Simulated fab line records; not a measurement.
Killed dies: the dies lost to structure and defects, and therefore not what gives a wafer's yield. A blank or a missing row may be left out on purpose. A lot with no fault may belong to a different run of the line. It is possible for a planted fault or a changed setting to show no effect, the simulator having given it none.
A struck lot beside a sound one | flow n5 finfet | 15 out of 1938 route steps
Sound: these wafers, L786.3, L786.4, L786.5. Wafers struck: L780.2, L780.3, L780.6. Last of all comes the cause.
Each step with rows lists, per side, the tool, then ch with its chambers, then its first start. Under that, the readings that differ: sound wafers | struck wafers | difference of the means | sigmas: that difference in standard deviations of wafers without a fault.
alike: a reading whose means differ by less than 2 such deviations, as well as words and numbers matching on both sides. not compared: withheld readings; readings where some wafer has no value; bounds like >300 that might hide an equal value; numbers whose values overlap and for which the record gives no deviation.
Wherever a step has rows on one side only, a row that says differs or no value, or a row with sigmas, the two part there. When numbers do not overlap yet have no deviation, they are printed without sigmas and do not part them. A reading missing from all wafers of one side parts the sides only when that side holds two or more wafers.

first, 1 step without rows for these wafers: N5_BEOL_M5_PRE_CLEAN_45 (time 30 s).
N5_BEOL_M5_ALD_86: deposits TaN, pulse time 2 s, purge time 3 s, co reactant purge time 2 s.
  sound on ald metal-01 ch 1,2, day 13 19:35; struck on ald metal-02 ch 0,1,3, day 12 14:04
  alike: heater power w
N5_BEOL_M5_SURFACE_TREAT_87:
  sound on pvd sputter-02 at day 13 19:52; struck on pvd sputter-02 at day 12 14:21
  not compared: throttle valve pct
then, 1 step without rows for these wafers: N5_BEOL_M5_CVD_47 (deposits Co from CCTBA/H2, target thk 3 nm, time 216 s).
N5_BEOL_M5_SPUTTER_48: material Cu, target thk 15 nm, time 27.62 s.
  sound on pvd sputter-02 at day 13 20:08; struck on pvd sputter-01 at day 12 14:34
  alike: chamber pressure pa, chuck gas flow sccm, substrate temp c, throttle valve pct
then, 4 steps without rows for these wafers: N5_BEOL_M5_ANNEAL_49 (time 1800 s); N5_BEOL_M5_SPUTTER_81 (material Cu, target thk 15 nm, time 27.62 s); N5_BEOL_M5_ANNEAL_82 (time 1800 s); N5_BEOL_M5_SPUTTER_83 (material Cu, target thk 15 nm, time 27.62 s).
N5_BEOL_M5_ANNEAL_84: time 1800 s.
  sound on pvd sputter-02 at day 13 22:23; struck on pvd sputter-01 at day 12 16:50
  alike: heater power w, susceptor_temp_C_max
then, 1 step without rows for these wafers: N5_BEOL_M5_SPUTTER_88 (material Cu, target thk 15 nm, time 27.62 s).
N5_BEOL_M5_ANNEAL_89: time 1800 s.
  sound on pvd sputter-02 at day 13 23:28; struck on pvd sputter-01 at day 12 17:55
  alike: heater power w, susceptor_temp_C_max
N5_BEOL_M5_SPUTTER_90: material Cu, target thk 4.5 nm, time 8.29 s.
  sound on pvd sputter-02 at day 14 00:28; struck on pvd sputter-01 at day 12 18:55
  no value came back on the struck wafers for chamber pressure pa (Pa), chuck gas flow sccm (sccm), substrate temp c (C), throttle valve pct (%); on the sound wafers chamber pressure pa (Pa) reads 0.06999 0.07008 0.06994
then, 1 step without rows for these wafers: N5_BEOL_M5_ECD_50 (material Cu, target thk 300 nm).
-- a jump in the record: the struck wafers' starts before and after are 4 days apart (it breaks off in module BEOL_M5 and resumes in module PASSIVATION, where the first step shown is number 1936 of the route) --
N5_PASSIVATION_PROBE_49:
  sound on prober-02 at day 18 01:44; struck on prober-01 at day 16 09:26
  reading            | sound    | struck   | difference | sigmas
  killed_at_M0_to_M3 | 78 42 66 | 39 34 42 | -24        | -2
  alike: defect limited yield, killed_at_M4_up, killed at contacts, killed at front end, killed at other, killed dies, killed open, killed short, sort_bin_5_function, sort_bin_6_memory, sort_bin_8_speed, sort n pass, sort yield pct

## WHERE THEY PART
Last at N5_PASSIVATION_PROBE_49 as far as this record goes, first at N5_BEOL_M5_SPUTTER_90.

WHY: the cause the simulator had injected
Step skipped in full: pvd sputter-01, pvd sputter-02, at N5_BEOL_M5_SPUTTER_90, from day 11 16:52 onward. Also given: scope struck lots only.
